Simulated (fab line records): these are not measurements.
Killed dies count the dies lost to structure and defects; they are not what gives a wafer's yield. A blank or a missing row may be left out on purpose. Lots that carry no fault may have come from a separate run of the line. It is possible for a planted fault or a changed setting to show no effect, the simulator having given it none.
2 desks looking at one fault / flow n5-finfet / every desk sees just its own numbers, and what lay behind them comes last

THE METROLOGY DESK
Lot by lot, what the gauges showed, no matter which tool ran the lot: averages of those sampled wafers that carry a number. A lot is out of limits, marked OUT, if its mean lies more than 4 standard deviations from the usual mean; the brackets give that distance. Only the readings that lie furthest out on some lot appear, 7 of the 10 it has.
Columns: A = DIBL_P at N5_BEOL_M4_RC_MEAS_101, usual 35.8 mV/V; B = IOFF_N at N5_BEOL_M4_RC_MEAS_101, usual 0.158 nA/um; C = IOFF_P at N5_BEOL_M4_RC_MEAS_101, usual 0.21 nA/um; D = ION_N at N5_BEOL_M4_RC_MEAS_101, usual 676 uA/um; E = ION_P at N5_BEOL_M4_RC_MEAS_101, usual 465 uA/um; F = VT_N at N5_BEOL_M4_RC_MEAS_101, usual 249.8 mV; G = VT_P at N5_BEOL_M4_RC_MEAS_101, usual -250 mV
lot=L586; first seen here=day 9 10:26; A=35.8; B=0.171; C=0.24; D=697; E=483; F=246.5; G=-246
lot=L587; first seen here=day 9 17:47; A=37.3; B=0.152; C=0.18; D=657; E=445; F=251.6; G=-255
lot=L588; first seen here=day 9 19:14; A=38.6; B=0.185; C=0.22; D=694; E=469; F=247.2; G=-252
lot=L592; first seen here=day 11 02:13; A=35.2; B=0.146; C=0.21; D=675; E=465; F=252.8; G=-248
lot=L598; first seen here=day 12 18:08; A=36.2; B=0.183; C=0.22; D=678; E=462; F=245.7; G=-251
lot=L597; first seen here=day 12 22:19; A=36.1; B=0.151; C=0.20; D=673; E=456; F=250.9; G=-253
lot=L603; first seen here=day 14 12:35; A=36.2; B=0.156; C=0.19; D=679; E=461; F=250.5; G=-254
lot=L604; first seen here=day 14 17:25; A=36.1; B=0.179; C=0.21; D=669; E=457; F=248.4; G=-249
This desk's verdict: no lot among the 8 shows anything out of limits.

FOR THE TOOL OWNER'S DESK: rie-diel-02
The tool's own readings at N5_BEOL_M3_ETCH_70 (etches SOC in N2/H2, target depth 80 nm, overetch 16 nm, time 120 s): means of the sampled wafers that have a number, for each lot that ran on this tool. A lot is out of limits, marked OUT, if its mean lies more than 4 standard deviations from the usual mean; the brackets give that distance.
Columns: A = drypump-motor-current-A at N5_BEOL_M3_ETCH_70, usual 6.1 A; B = oes-product-au at N5_BEOL_M3_ETCH_70, usual 0.59 a.u.; C = rf-fwd-power-W at N5_BEOL_M3_ETCH_70, usual 835.7 W; D = rf-vpp-V at N5_BEOL_M3_ETCH_70, usual 523 V; E = showerhead-plenum-p-Torr at N5_BEOL_M3_ETCH_70, usual 2.51 Torr; F = throttle-valve-pct at N5_BEOL_M3_ETCH_70, usual 17.9 %
lot=L586; first seen here=day 8 07:54; A=6.7; B=0.65; C=835.8; D=522; E=2.47; F=17.7
lot=L587; first seen here=day 8 17:13; A=6.1; B=0.58; C=636.4 (-71) OUT; D=572 (+15) OUT; E=2.48; F=18.0
lot=L592; first seen here=day 9 15:39; A=6.6; B=0.62; C=633.0 (-72) OUT; D=572 (+15) OUT; E=2.49; F=17.8
lot=L598; first seen here=day 11 19:11; A=6.6; B=0.61; C=835.6; D=522; E=2.48; F=17.9
lot=L597; first seen here=day 11 20:22; A=6.4; B=0.65; C=837.2; D=528; E=2.67; F=17.5
lot=L603; first seen here=day 13 18:41; A=6.5; B=0.59; C=835.6; D=522; E=2.48; F=17.9
lot=L604; first seen here=day 13 19:07; A=6.4; B=0.55; C=837.0; D=519; E=2.39; F=18.2
Finding of this desk: L587, L592 out of limits; the first was L587 at day 8 17:13, on rf-fwd-power-W at N5_BEOL_M3_ETCH_70. Within limits: L586, L598, L597, L603, L604.

BROUGHT TOGETHER
On L587, L592, at day 8 17:13, an alarm was possible from the tool owner's desk.
From the metrology desk's view, nothing was out of limits.
The metrology desk has L587, L592 on record, within its limits.
Of the lots named, all ran N5_BEOL_M3_ETCH_70 on rie-diel-02.

WHAT HAD BEEN PUT IN BY THE SIMULATOR
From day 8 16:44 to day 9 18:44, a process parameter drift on rie-diel-02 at N5_BEOL_M3_ETCH_70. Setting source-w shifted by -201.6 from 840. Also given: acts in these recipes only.
Lots struck among those shown: L587, L592.
Each desk's first reading out of limits, in hours after the fault started: the tool owner's desk, 0.
